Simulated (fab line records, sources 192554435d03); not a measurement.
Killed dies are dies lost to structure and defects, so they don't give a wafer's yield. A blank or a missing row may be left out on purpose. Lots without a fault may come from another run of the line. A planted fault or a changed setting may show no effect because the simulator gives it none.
fab line records | flow n5_finfet
record lots=3 wafers=8 last_day=19
route steps=1938 shown MOL_CONTACT_COAG@596 BEOL_M0_SAQP@632 BEOL_M4@1111 PASSIVATION@1936
lots that met no fault: from a run of the same line without faults
start_h: hours from the record's first day to the start of the lot's first wafer shown | wait_h: hours since the lot's step before | " the same as in the row above | L1.1+2: a row that stands for several wafers | - no value, or no start given | * or withheld: withheld | < > ~ a bound
route shown NAME@n: a module of which the file shows steps, and the number in the route of the first | usual: mean/standard deviation of fault-free wafers | same: alike in all rows | chamber/n: place in a boat | sites: the reading at each site | _std_site: their standard deviation | _edge_site: outer sites' mean less inner sites' | radius_mm: how far each site lies from the wafer's centre | mask NAME#n: copy n | behind: the tool/chamber that last shaped the wafer | hold: why the lot was held/for how many hours/how that ended | device: the transistor (n, p or np) that didn't switch | end of line: the same wafers' tests at the end of the route | a step without rows: its recipe alone | killed: dies lost to structure and defects at the first sort, not the wafer's yield | map: a wafer's dies, x killed, . not, _ none there
set.NAME: the setting as run; set.NAME@STEP: as run at that earlier step | model.NAME: the simulator's own value behind a step, which no gauge read
lots at some steps of the route; a table a step, a row a wafer
services: from which hour (start_h, from the record's first day; less than 0 if before it) a tool's chamber was out of use, for how many hours, and why
## steps
# step N5_MOL_CONTACT_COAG_COAT_34
# recipe resist=CAR-EUV spin_rpm=1500 resist_thk_nm=40
# step N5_MOL_CONTACT_COAG_EBR_36
# recipe solvent=PGMEA ebr_width_mm=1.5
# step N5_MOL_CONTACT_COAG_SOFTBAKE_35
# recipe temp_c=110 time_s=60 resist=CAR-EUV
# step N5_MOL_CONTACT_COAG_EXPOSE_37
# recipe mask_id=VD na=0.33 source_shape=annular sigma_inner=0.3 sigma_outer=0.7 polarization=unpolarized defocus_nm=0 dose_mj=62
# step N5_MOL_CONTACT_COAG_PEB_38
# recipe peb_temp_c=100 peb_time_s=60 resist=CAR-EUV
# step N5_MOL_CONTACT_COAG_DEVELOP_39
# recipe develop_time_s=30 developer=TMAH resist=CAR-EUV rinse_liquid=surfactant_rinse dry=air_spin dev_temp_c=23
# step N5_MOL_CONTACT_COAG_DESCUM_45
# recipe chemistry=O2 time_s=7 source_power_w=50 bias_power_w=20 pressure_mtorr=20 rf_frequency_hz=2.712e+07 temp_c=40 resist=CAR-EUV o2_flow_sccm=225
# step N5_MOL_CONTACT_COAG_ETCH_65
# recipe chemistry=N2/H2 target=underlayer target_depth_a=130 mask_material=CAR-EUV time_s=10.4 ion_energy_ev=200 pressure_mtorr=30 source_w=840 bias_w=150 n2_flow_sccm=200 h2_flow_sccm=200 ends=cleared
# step N5_MOL_CONTACT_COAG_ETCH_66
# recipe chemistry=CF4 target=SiARC target_depth_a=130 mask_material=CAR-EUV time_s=21.7 ion_energy_ev=80 pressure_mtorr=40 source_w=545 bias_w=36 Ar_flow_sccm=100 cf4_flow_sccm=100 ends=cleared
# step N5_MOL_CONTACT_COAG_ALD_133
# recipe material=SiO2 target_thk_a=50 temp_c=100 ald_precursor_family=BDEAS ald_co_reactant=O2-plasma pulse_time_s=1 co_reactant_pulse_time_s=1 purge_time_s=2 co_reactant_purge_time_s=2 ald_cycles=35 pressure_torr=2
# usual ald_cycles=35/0 heater_power_outer_w=42/3.6 heater_power_w=80/7.5 precursor_pulse_height_rel=0.999/0.018
# columns lot.wafer tool chamber start_h wait_h ald_cycles heater_power_outer_w heater_power_w precursor_pulse_height_rel model.SiO2_of_MOL_CONTACT_COAG_ALD_133.thk_nm
L498.2 ald_sin-04 1 161.45 0.5 35 40 79 1.009 5
L498.3 " 2 " " 35 40 76 0.991 5
L498.4 " 0 " " 46 47 81 0.995 6.6
L505.1 ald_sin-01 0 202.99 0.1 35 38 73 1.001 5
L505.5 " 2 " " 35 40 79 1.015 5
L510.2 ald_sin-04 2 238.57 0.1 35 38 73 0.999 5
L510.3 " 1 " " 35 43 88 1.030 5
L510.4 " 0 " " 35 46 81 0.983 5
# step N5_MOL_CONTACT_COAG_ETCHBACK_134
# recipe chemistry=CHF3 target=SiO2 target_depth_a=100 time_s=6.7 ion_energy_ev=200 pressure_mtorr=30 source_w=610 bias_w=170 Ar_flow_sccm=200 CHF3_flow_sccm=50
# step N5_MOL_CONTACT_COAG_ETCH_67
# recipe chemistry=N2/H2 target=SOC target_depth_a=600 overetch_a=210 mask_material=SiARC temp_c=40 time_s=101.2 ion_energy_ev=200 pressure_mtorr=30 source_w=840 bias_w=150 n2_flow_sccm=200 h2_flow_sccm=200
# step N5_MOL_CONTACT_COAG_STRIP_68
# recipe chemistry=N2/H2 temp_c=40 n2_flow_sccm=200 h2_flow_sccm=200 rf_frequency_hz=6e+07
# step N5_MOL_CONTACT_COAG_STRIP_69
# recipe chemistry=N2/H2 temp_c=40 n2_flow_sccm=200 h2_flow_sccm=200 rf_frequency_hz=6e+07
# step N5_MOL_CONTACT_COAG_ETCHBACK_136
# recipe chemistry=CHF3 target=SiO2 target_depth_a=250 time_s=16.7 ion_energy_ev=200 pressure_mtorr=30 source_w=610 bias_w=170 Ar_flow_sccm=200 CHF3_flow_sccm=50
# step N5_MOL_CONTACT_COAG_STRIP_120
# recipe chemistry=CHF3 resist=SiARC rf_frequency_hz=6e+07
# step N5_MOL_CONTACT_COAG_VIA_ETCH_117
# recipe chemistry=C4F6/O2 target_depth_a=400 overetch_a=80 mask_material=SOC target=SiO2 bias_w=455 pressure_mtorr=10 time_s=26 source_w=325 Ar_flow_sccm=300 C4F6_flow_sccm=10 O2_flow_sccm=10 ion_energy_ev=575.3 ends=end_point
# step N5_MOL_CONTACT_COAG_ETCH_124
# recipe chemistry=CH3F/O2 target=SiNx target_depth_a=65 mask_material=SOC stop_on=SiOC over_etch_frac=0.3 ion_energy_ev=120 pressure_mtorr=30 source_w=395 bias_w=73 Ar_flow_sccm=150 CH3F_flow_sccm=30 O2_flow_sccm=20 ends=end_point
# step N5_MOL_CONTACT_COAG_ETCH_48
# recipe chemistry=C4F6/O2 target_depth_a=150 overetch_a=45 mask_material=SOC target=SiOC bias_w=465 pressure_mtorr=10 time_s=17 source_w=335 Ar_flow_sccm=300 C4F6_flow_sccm=10 O2_flow_sccm=10 ion_energy_ev=576
# step N5_MOL_CONTACT_COAG_STRIP_72
# recipe chemistry=N2/H2 power_w=450 temp_c=40 pressure_mtorr=20 rf_frequency_hz=6e+07 overash_fraction=3 bias_power_w=7 h2_frac=0.5 n2_flow_sccm=200 h2_flow_sccm=200
# step N5_MOL_CONTACT_COAG_STRIP_49
# recipe chemistry=N2/H2 time_s=30 power_w=1000 temp_c=250 pressure_mtorr=withheld n2_flow_sccm=1750 h2_flow_sccm=3250
# step N5_MOL_CONTACT_COAG_PRECLEAN_138
# recipe chemistry=alkaline_clean temp_c=60 time_s=60 do_ppb=50
# step N5_MOL_CONTACT_COAG_SRD_139
# recipe dry=ipa_marangoni time_s=30 temp_c=23 rinse_liquid=diw
# step N5_MOL_CONTACT_COAG_PRE_CLEAN_121
# recipe gas=H2/He time_s=* temp_c=withheld
# step N5_MOL_CONTACT_COAG_CVD_140
# recipe material=W target_thk_a=665 mode=selective_fill temp_c=300 time_s=215
# step N5_MOL_CONTACT_COAG_PRECLEAN_127
# recipe chemistry=DIW time_s=57.5 temp_c=23
# step N5_MOL_CONTACT_COAG_SRD_128
# recipe dry_time_s=32 dry=n2_spin spin_rpm=1500
# step N5_MOL_CONTACT_COAG_CMP_52
# recipe stop_on=SiO2 t_overpolish_s=1.5 post_cmp_clean=w_dilute_nh4oh down_force_psi=4 platen_rpm=50.289 pad_velocity_m_s=1.0006 target_thk_nm=66.5
# step N5_MOL_CONTACT_COAG_ANNEAL_112
# recipe temp_c=400 time_s=1800 ambient=HPD2 pressure_atm=10
# step N5_BEOL_M0_SAQP_PECVD_00
# recipe material=SiCN target_thk_a=80 temp_c=withheld precursor=3MS/NH3 pressure_torr=3 rf_w=202 time_s=14
# step N5_BEOL_M0_SAQP_ILD_DEP_01
# recipe material=SiOC target_thk_a=454.19 temp_c=350 precursor=DEMS/O2 pressure_torr=5 rf_w=500 time_s=8.7
# step N5_BEOL_M0_SAQP_HM_DEP_02
# recipe material=TiN target_thk_a=120 temp_c=25 chamber_pressure_pa=0.49996
# step N5_BEOL_M0_SAQP_PECVD_03
# recipe material=SiCN target_thk_a=120 temp_c=withheld precursor=3MS/NH3 pressure_torr=3 rf_w=202 time_s=21.1
# step N5_BEOL_M0_SAQP_PECVD_96
# recipe material=a-Si target_thk_a=450 temp_c=350 precursor=SiH4/He pressure_torr=3 rf_w=100 time_s=45.2
# step N5_BEOL_M0_SAQP_PECVD_97
# recipe material=SiNx target_thk_a=230 temp_c=350 precursor=SiH4/NH3/N2 pressure_torr=1.5 rf_w=300 time_s=19.9
# step N5_BEOL_M4_RC_MEAS_101
# usual DIBL_N=36.5/1.9 DIBL_P=36.4/2.2 IOFF_N=0.17/0.034 IOFF_P=0.21/0.036 ION_N=678/12 ION_P=462/7.1 SS_N=71.7/0.61 SS_P=73.4/0.71 VT_N=249/3.5 VT_P=-251/3
# columns lot.wafer tool chamber start_h wait_h DIBL_N[mV/V] DIBL_P[mV/V] IOFF_N[nA/um] IOFF_P[nA/um] ION_N[uA/um] ION_P[uA/um] SS_N[mV/dec] SS_P[mV/dec] VT_N[mV] VT_P[mV]
L498.2 prober-02 0 254.60 0.2 34.6 35.4 0.13 0.18 665 462 71.8 73.7 253 -250
L498.3 " 0 " " 36.2 37.8 0.16 0.24 678 467 71.8 73.6 247 -246
L505.1 prober-01 0 299.84 0.0 38.4 39.3 0.20 0.25 689 470 71.7 73.9 244 -248
L505.5 " 0 " " 36.3 37.2 0.17 0.21 699 473 71.5 72.8 248 -250
L510.2 prober-01 0 334.01 0.2 38.2 38.9 0.22 0.23 683 458 72.1 74.4 244 -248
L510.3 " 0 " " 37.7 37.7 0.19 0.20 680 456 71.4 73.8 246 -250
L510.4 " 0 " " 32.8 32.9 0.12 0.15 671 462 70.5 71.9 251 -255
# step N5_PASSIVATION_PROBE_49
# usual defect_limited_yield=91.0/1.5 killed_at_M0_to_M3=35/11 killed_at_M4_up=13/5 killed_at_contacts=12/5.9 killed_at_front_end=42/13 killed_at_other=3/3.2 killed_dies=106/18 killed_on_rim=14/4.2 killed_open=69/13 killed_short=35/8.9 sort_bin_5_function=5.2/0.95 sort_bin_6_memory=3.3/0.71 sort_n_pass=1074/18 sort_yield_pct=91.0/1.5
# same gross_dies=1180 killed_at_back_side=0 sort_bin_4_leakage[%]=0 sort_bin_8_speed[%]=0
# columns lot.wafer tool chamber start_h wait_h defect_limited_yield[%] killed_at_M0_to_M3 killed_at_M4_up killed_at_contacts killed_at_front_end killed_at_other killed_dies killed_on_rim killed_open killed_short sort_bin_5_function[%] sort_bin_6_memory[%] sort_n_pass sort_yield_pct[%]
L498.4 prober-01 - 366.99 0.2 24.7 32 8 814 29 5 888 112 48 27 72.7 2.3 292 24.7
L505.1 prober-02 - 414.09 0.0 91.4 34 15 1 45 6 101 14 66 34 5.5 2.8 1079 91.4
# killed by level:class
L498.4 MOL_CONTACT_COAG:area_ald=811 BEOL_M2:geometric_particle:open=9 STI_FIN_REVEAL:geometric_particle:open=8 GATE_CUT:geometric_particle:short=6 BEOL_M1:geometric_particle:open=6 BEOL_M3:geometric_particle:open=6 FIN_SAQP:geometric_particle:short=4 BEOL_M2:geometric_particle:short=3
L505.1 FIN_SAQP:geometric_particle:open=17 BEOL_M3:geometric_particle:open=9 STI_FIN_REVEAL:geometric_particle:open=8 BEOL_M4:geometric_particle:open=7 FIN_SAQP:geometric_particle:short=5 BEOL_M0_SAQP:geometric_particle:short=5 BEOL_M3:geometric_particle:short=5 STARTING-WAFER:geometric_particle:short=5
# map L498.4 (x killed, . not)
_________________x.x.x.xxxx.x________________
______________..x.xxxxxxxxx.xxxx_____________
___________.xxxx.xxx.x.xx.xxx.xx.xx__________
__________x.xx.x.xxxxxx...xxxxxxxxxx_________
________xxxxxx.xxx.xxx..xxxxx..xx.xx.x_______
_______xxxxxxx.x.x...xxx.xx.xxxxxx.xxxx______
______x.xxxx.xxxxx.xxxxxx.xxxxxxx.xxx.xx_____
_____xx.xxx.xxxx.xxxx.x.xxxxxxxxxxx.xxx.x____
____x...x.xxx..xxx.xxxxx.xxxx.x.xxxxxxxxxx___
___.xxxxxx.xxxxxxxx.xxxx..xxxxxxxxxxxx.xxxx__
___xxxxxxxxxxxxxxxxxxxx.x.xxx.xxx.xxxx.xxxx__
__.xxxxxx.x.xxxxxxxxxxxxxxxxxx.xxxxxxxx.xx.._
__xxxx....xxxxxxx.xx.xx....x.x..xxxx..x.xxxx_
_.x..xx.x.xxxxxxxxxxxxxxxxxxxxxxx.xxxxxxxx..x
_xx.xxxxxxx.x..xxx.xxxxx.x..x.x.xxx..xxxxxxxx
_xx.xxxxxxx.x.x.xxxx.x.xxxxxxx.xxx.xxxxx.xxx.
_x.x.xx.x..xxxxxx.xx.xxxxx.xxxxxx.x...x..x.x.
_.x.x..x.xxxx.xxxxxxxxx.xxx.xxx.xxxxxxxxxxxxx
_x.x.xxxxx.xxxxxx.xxxxxxxxxx..xxx.xxxxxxxxx.x
_xx..xxxx.xx.xxxxx.xxx.xxxxxxxxxxx.xxxxx.xxxx
_xxxxxxx.xxxxxxxxx...xxxx.xxxxxxxx...xx.x.xxx
__xxxxx....xx.xx..xxx..xx.x.xxxx.xxxxxxxxxx._
__.x.xxx..x..xxxxx.xxxxxxxxxxx..xxxxxxxxxx.x_
___xxxx...xxxxxxxx.xxxxx.xxx.xx.x.xx..x.x.x__
___xx.x.x..xxxxx.xxxxx..xxxx..x.x.xxxx.xx.x__
____xx.xx.xxxx..xxxxxxxxxxx.xx.x.x.xx..xxx___
_____..x.x..xxxx...x.x.xxxxxxx.xxxxxxxxxx____
______.xx..xxxxxxxxxx.xxxx.xx.x..x.xxx.._____
_______xxxxxx...x.xxxx.x.xxx..xxx.xxxxx______
________xxxx.xxxxxxxxxxxxx.xxxx.xxxxxx_______
__________x.xx.xxx..xxxxxxxxxxxx..xx_________
___________xx..xx.x...xxxx.x.x.xxxx__________
______________xxxxx..x..x.xxx.x._____________
_________________.xx.x.xxxxxx________________
# map L510.3 (x killed, . not)
_________________...x........________________
______________.x....xx.....x...._____________
___________.xx..x...........x......__________
__________......x.....x....x........_________
________........xx..............x....._______
_______................................______
______...................x...xx........._____
_____..........xx..x.....x.......x...x...____
____.......x......xx.....................x___
___.................x....x..x......xx...x..__
___.x...........x.x...x......x...........x.__
__...x.......x.x............................_
__....x..............x..xx..............x.x._
_..x........x.....x..x...x.........x....x....
_...........x..................x.............
_........................x...x...............
_........x.............x......x..............
_x....x..x.......x........x...x......x.......
_...........x..........x.....x......x........
_.....x..................x........xxx.x......
_x.......x.......xx.....................x....
__....x.xx...x.........x....x..............._
__....................xx.x..xxx............._
___x............x.....xxx.x...........x...x__
___x.....x.x.......xx.x...x..........x..x..__
____..x.........x..........x........x...x.___
_____...x................................____
______.....x.........x......x..........._____
_______...................x............______
________.....x............x...x.x...x._______
__________..x....x...x.........x...._________
___________x.x.........x......x....__________
______________.x.x.............._____________
_________________.x......x..x________________
## services
# columns tool chamber start_h hours kind
ald_sin-04 2 141.35 11.1 repair
ald_sin-04 1 174.65 10.0 repair
ald_sin-04 - 177.95 14.0 pm
ald_sin-04 0 177.95 14.0 vent_cycle
ald_sin-04 2 177.95 14.0 vent_cycle
ald_sin-04 3 177.95 14.0 vent_cycle
ald_sin-04 0 191.95 - clean
ald_sin-04 1 191.95 - clean
ald_sin-04 2 191.95 - clean
ald_sin-04 3 191.95 - clean
## key
first_sign step=N5_MOL_CONTACT_COAG_ALD_133 reading=ald_cycles direction=up sigmas=99+ usual=* struck=*
effect step=N5_PASSIVATION_PROBE_49 reading=killed_at_contacts direction=up sigmas=99+ usual=12 struck=814
model_effect step=N5_MOL_CONTACT_COAG_ALD_133 value=SiO2_of_MOL_CONTACT_COAG_ALD_133.thk_nm without=5 struck=6.6
more_kills_born_at N5_MOL_CONTACT_COAG_ALD_133@ald_sin-04=811
met_at N5_MOL_CONTACT_COAG_ALD_133
struck_wafers L498.4
later_rows_left_out L498.4
fault kind=process_parameter_drift tool=ald_sin-04 chamber=- onset_h=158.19 steps=N5_MOL_CONTACT_COAG_ALD_133 channel=ald_cycles offset=* shape=step end_h=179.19 scope=struck_wafers_only acts_in=* stated=*
# later_rows_left_out: the simulator's readings of these wafers behind a module that went badly wrong aren't trusted and aren't shown, but for the sort
